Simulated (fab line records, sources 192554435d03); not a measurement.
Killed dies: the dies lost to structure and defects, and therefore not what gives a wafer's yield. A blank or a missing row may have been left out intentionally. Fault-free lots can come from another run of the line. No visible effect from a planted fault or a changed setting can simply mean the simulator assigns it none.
A single fault, viewed from 2 desks    flow n5_finfet    each desk holds nothing but its own numbers, with what lay behind them at the end

AT THE METROLOGY DESK
What the gauges read, lot by lot, whatever tool the lot ran on: means of the sampled wafers that have a number. If a lot's mean is further than 4 standard deviations from the usual mean, the lot is out of limits and carries the mark OUT (the distance appears in the brackets).
Columns: A = PAD_OVL at N5_PASSIVATION_OVL_MEAS_63, usual 1 nm
lot   first seen here  A
L490  day 13 09:17     7
L491  day 13 09:55     1
L493  day 13 13:01     10
L496  day 14 13:05     2
L497  day 14 13:16     -4
L501  day 15 22:59     -1
L507  day 17 11:31     -1
L509  day 17 22:13     -4
L510  day 18 04:41     7
L512  day 18 16:58     -8
Result from this desk: across the 10 lots, nothing is out of limits.

DESK OF THE TOOL OWNER: rie_diel-04
The tool's own readings at N5_BEOL_M11_ETCH_66 (etches SOC in N2/H2, target depth 120 nm, overetch 24 nm, time 180 s): means of the sampled wafers that have a number, for each lot that ran on this tool. If a lot's mean is further than 4 standard deviations from the usual mean, the lot is out of limits and carries the mark OUT (the distance appears in the brackets).
Columns: A = drypump_motor_current_A at N5_BEOL_M11_ETCH_66, usual 5.7 A; B = oes_product_au at N5_BEOL_M11_ETCH_66, usual 0.64 a.u.; C = rf_vpp_V at N5_BEOL_M11_ETCH_66, usual 524.2 V; D = showerhead_plenum_p_Torr at N5_BEOL_M11_ETCH_66, usual 2.55 Torr; E = throttle_valve_pct at N5_BEOL_M11_ETCH_66, usual 17.84 %
lot   first seen here  A    B     C      D     E
L493  day 11 22:00     5.6  0.66  523.5  2.54  17.77
L497  day 12 17:56     5.9  0.66  523.5  2.53  17.80
L507  day 16 03:05     5.9  0.64  523.1  2.52  17.85
L509  day 16 09:56     6.2  0.65  524.7  2.58  18.09
Result from this desk: across the 4 lots, nothing is out of limits.

PUT TOGETHER
From the metrology desk's view, nothing was out of limits.
The desk of the tool owner found nothing out of limits.

WHAT WAS PUT IN BY THE SIMULATOR
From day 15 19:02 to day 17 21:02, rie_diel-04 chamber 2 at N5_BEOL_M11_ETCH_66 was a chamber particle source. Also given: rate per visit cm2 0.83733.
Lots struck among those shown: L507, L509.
